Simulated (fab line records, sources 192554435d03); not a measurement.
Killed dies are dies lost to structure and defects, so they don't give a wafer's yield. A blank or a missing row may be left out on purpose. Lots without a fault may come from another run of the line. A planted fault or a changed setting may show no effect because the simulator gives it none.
A struck lot beside a sound one | flow n5_finfet | 43 steps out of a route of 1938
Sound: wafers L766.3, L766.5, L766.6. Struck: wafer L777.4. (L777.1, L777.6 of the same lot were not struck and are left out.) The cause comes at the end.
At each step with rows: each side's tool, then ch and its chambers, then its first start. Under that, the readings that differ: sound wafers | struck wafers | difference of the means | sigmas: that difference in standard deviations of wafers without a fault.
alike: readings whose means differ by less than 2 such deviations, and words and numbers that are the same on both sides. not compared: withheld readings, readings that some wafer has no value for, bounds like >300 that may hide the same value, and numbers for which the record gives no deviation and whose values overlap.
The two part at a step that has a row with sigmas, a row that says differs or no value, or rows on one side only. Numbers that don't overlap but have no deviation are shown without sigmas and don't part them. A reading that every wafer of one side lacks parts them only if that side has two wafers or more.

first, 3 steps without rows for these wafers: N5_BEOL_M4_STRIP_83 (strips in C4F6/O2); N5_BEOL_M4_STRIP_36 (strips in N2/H2); N5_BEOL_M4_TRENCH_ETCH_37 (etches SiOC in C4F6/O2, target depth 55.555 nm, time 29.2 s).
N5_BEOL_M4_ETCH_41: etches SiCN in CH3F/O2, target depth 29.9 nm, time 52.5 s.
  sound on rie_diel-04 ch 0,2,3; struck on rie_diel-04 ch 2
  reading                | sound             | struck | difference | sigmas
  throttle_valve_pct (%) | 16.83 16.17 16.17 | 16.86  | +0.47      | +2
  alike: chamber_pressure_mTorr, drypump_motor_current_A, oes_product_au, rf_vpp_V, showerhead_plenum_p_Torr
  not compared: rf_hours_counter_h
then, 1 step without rows for these wafers: N5_BEOL_M4_STRIP_97 (strips in N2/H2, time 10 s).
N5_BEOL_M4_OCD_MEAS_38:
  sound on ocd-01, day 10 22:11; struck on ocd-01, day 12 22:29
  alike: trench_depth_nm
then, 4 steps without rows for these wafers: N5_BEOL_M4_HM_STRIP_39 (strips TiN in peroxide tin strip, target depth 25 nm, time 158 s); N5_BEOL_M4_SRD_40 (time 30 s); N5_BEOL_M4_PRECLEAN_42 (cleans in residue remover, time 60 s); N5_BEOL_M4_SRD_43 (time 30 s).
N5_BEOL_M4_CD_MEAS_35: target cd 18 nm, target cd y 22.4 nm.
  sound on cd_sem-02, day 10 22:20; struck on cd_sem-01, day 12 22:38
  alike: cd_nm
then, 1 step without rows for these wafers: N5_BEOL_M4_DEGAS_44 (time 60 s).
N5_BEOL_M4_PRE_CLEAN_45: time 30 s.
  sound on pvd_sputter-01, day 10 22:50; struck on pvd_sputter-01, day 12 22:57
  alike: heater_power_w
N5_BEOL_M4_ALD_84: deposits TaN, pulse time 2 s, purge time 3 s, co reactant purge time 2 s.
  sound on ald_metal-01 ch 0,1,3, day 10 22:53; struck on ald_metal-03 ch 1, day 12 23:01
  alike: heater_power_w, mfc_carrier_sccm
then, 11 steps without rows for these wafers: N5_BEOL_M4_SURFACE_TREAT_85; N5_BEOL_M4_CVD_47 (deposits Co from CCTBA/H2, target thk 3 nm, time 223.8 s); N5_BEOL_M4_SPUTTER_48 (material Cu, target thk 4.5 nm, time 8.29 s); N5_BEOL_M4_ANNEAL_49 (time 240 s); N5_BEOL_M4_SPUTTER_79 (material Cu, target thk 4.5 nm, time 8.29 s); N5_BEOL_M4_ANNEAL_80 (time 240 s); N5_BEOL_M4_SPUTTER_81 (material Cu, target thk 4.5 nm, time 8.29 s); N5_BEOL_M4_ANNEAL_82 (time 240 s); N5_BEOL_M4_SPUTTER_86 (material Cu, target thk 4.5 nm, time 8.29 s); N5_BEOL_M4_ANNEAL_87 (time 240 s); N5_BEOL_M4_SPUTTER_88 (material Cu, target thk 4.5 nm, time 8.29 s).
N5_BEOL_M4_ANNEAL_89: time 240 s.
  sound on pvd_sputter-01, day 11 00:21; struck on pvd_sputter-01, day 13 00:34
  alike: heater_power_w
N5_BEOL_M4_SPUTTER_90: material Cu, target thk 4.5 nm, time 8.29 s.
  sound on pvd_sputter-01, day 11 00:29; struck on pvd_sputter-01, day 13 00:43
  alike: throttle_valve_pct
then, 9 steps without rows for these wafers: N5_BEOL_M4_ANNEAL_91 (time 240 s); N5_BEOL_M4_SPUTTER_92 (material Cu, target thk 4.5 nm, time 8.29 s); N5_BEOL_M4_ANNEAL_93 (time 240 s); N5_BEOL_M4_SPUTTER_94 (material Cu, target thk 4.5 nm, time 8.29 s); N5_BEOL_M4_ANNEAL_95 (time 240 s); N5_BEOL_M4_SPUTTER_96 (material Cu, target thk 4.5 nm, time 8.29 s); N5_BEOL_M4_ECD_50 (material Cu, target thk 300 nm); N5_BEOL_M4_ANNEAL_51 (time 90 s); N5_BEOL_M4_CMP_52 (polishes, stops on SiOC, t overpolish 6.8 s, target thk 40 nm).
N5_BEOL_M4_THK_MEAS_53: measures by xrf.
  sound on film_metro-02, day 11 01:56; struck on film_metro-02, day 13 02:09
  alike: M4_THK
then, 3 steps without rows for these wafers: N5_BEOL_M4_PRE_CLEAN_60 (time 15 s); N5_BEOL_M4_CO_CAP_55 (material Co, precursor CCTBA/H2, target thk 2 nm, time 102.1 s); N5_BEOL_M4_PRE_CLEAN_56 (time 15 s).
N5_BEOL_M4_DEP_57: deposits SiCN from 3MS/NH3, target thk 8 nm, time 14 s.
  sound on pecvd-04 ch 0,1,2, day 11 02:08; struck on pecvd-03 ch 2, day 13 02:21
  reading                | sound        | struck | difference | sigmas
  throttle_valve_pct (%) | 8.4 9.3 10.0 | 8.1    | -1.1       | -2
  alike: showerhead_plenum_p_Torr
N5_BEOL_M4_RS_MEAS_58: measures by four-point-probe.
  sound on film_metro-02, day 11 02:12; struck on film_metro-01, day 13 02:25
  alike: M4_RS
-- the record jumps here: 4 days lie between the struck wafers' starts before and after (it left off in module BEOL_M4 and takes up again in module PASSIVATION, whose first step shown is number 1936 of the route) --
N5_PASSIVATION_PROBE_49:
  the record has rows for the struck wafers here (prober-02, day 17 13:10) and none for the sound ones

WHERE THEY PART
First at N5_BEOL_M4_ETCH_41; last, within this record, at N5_PASSIVATION_PROBE_49.

WHY: what the simulator had put in
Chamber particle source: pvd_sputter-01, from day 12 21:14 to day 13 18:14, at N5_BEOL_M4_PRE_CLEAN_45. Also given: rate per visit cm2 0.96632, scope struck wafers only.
